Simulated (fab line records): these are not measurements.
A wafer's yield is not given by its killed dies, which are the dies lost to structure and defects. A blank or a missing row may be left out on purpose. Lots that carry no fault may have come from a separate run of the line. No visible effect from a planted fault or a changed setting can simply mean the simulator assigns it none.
Problem report in the 8D (eight disciplines) form, filled by code -- flow nandHarc -- the parts of the form that need people (team, actions taken, sign-off) are left out

== 1. PROBLEM STATEMENT ==
cdNm at NHARC_P_GATE_CD_MEAS_26 reads a mean of 91.1 nm on 6 wafers of 2 lots; wafers without a fault read 119.8 nm with a standard deviation of 0.53. Measured from the usual mean, that is -54 standard deviations.
The step: target cd 120 nm.
Earliest sighting: wafer L734.2 on cdSem-02 at day 12 12:25. The record has a number at this step for 33 wafers belonging to 11 lots. By rule, "out" or "out of limits" means more than 4 standard deviations away from the usual mean. The other wafers with a number count as sound.

== 2. WHAT IT IS AND WHAT IT IS NOT ==
question,is,is not
which readings at this step,cdNm,-
which lots,"L734, L736","L716, L718, L719, L720, L724, L725, L726, L728, L739"
which wafers of those lots,all that have a number,-
read on which gauges,"cdSem-01, cdSem-02",cdSem-03
when,from day 12 12:25,up to then (24 sound wafers); but 3 sound wafers of L739 came after

== 3. WHAT RULES OUT EACH SUSPECT ==
Counting: a tool at any process step up to the reading remains a suspect when it ran all the lots that are out and ran no sound lot after the first of those.
- the gauge at NHARC_P_GATE_CD_MEAS_26: ruled out. Those wafers that are out were read across 2 gauges (cdSem-01, cdSem-02).
- lithoTrack-04 at NHARC_P_GATE_PEB_24 (peb time 65 s): kept. All lots that are out passed through it, beginning with L734 at day 12 12:20, and no sound lot followed; its final sound lot before that point was L725 at day 8 17:34. On those wafers its own readings are out: heaterPowerTotalW, plateTempC.
The count leaves lithoTrack-04 at NHARC_P_GATE_PEB_24.

== 4. THE CAUSE (what the simulator had put in) ==
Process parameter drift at NHARC_P_GATE_PEB_24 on lithoTrack-04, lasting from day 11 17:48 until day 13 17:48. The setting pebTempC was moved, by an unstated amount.
This tool alone remained once counting was done.

== 5. THE EFFECT CHAIN, in route order ==
Each row: a reading whose mean over the struck wafers that have a number lies more than 3 standard deviations from the usual. Only readings whose record carries a usual standard deviation are examined. hours: median over the lots of the time between each lot's start at the first step of this table that gives one and its start at this step. sigmas: the change, counted in usual standard deviations.
hours,step,reading,usual,on struck wafers,change,sigmas
0,NHARC_P_GATE_PEB_24,heaterPowerTotalW,156.6 W,178.8,+22.2,+52
0,NHARC_P_GATE_PEB_24,plateTempC,100.01 C,110.16,+10.15,+92
0,NHARC_P_GATE_CD_MEAS_26,cdNm,119.8 nm,91.1,-28.7,-54
469,NHARC_END_SORT_01,killedAtPeriphery,3.7,585.3,+581.6,+99 or more
469,NHARC_END_SORT_01,killedDies,61,651,+590,+28
Here are the process steps it includes:
- NHARC_P_GATE_PEB_24: peb time 65 s.

== 6. HOW IT WOULD HAVE BEEN CAUGHT EARLIER ==
Counted from the fault's start at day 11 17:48, it took 19 hours until the first out-of-limits reading at a measuring or inspecting step in this record, taken at day 12 12:25.
At NHARC_P_GATE_PEB_24, the tool's own readings (heaterPowerTotalW, plateTempC) were out on each struck wafer the step has a row for, so an alarm limit on them would have fired on the first such wafer.
L736, from the lots that are out (2), started NHARC_P_GATE_PEB_24 on lithoTrack-04 later than day 12 12:25. A tool hold placed at that time would have kept it from harm.
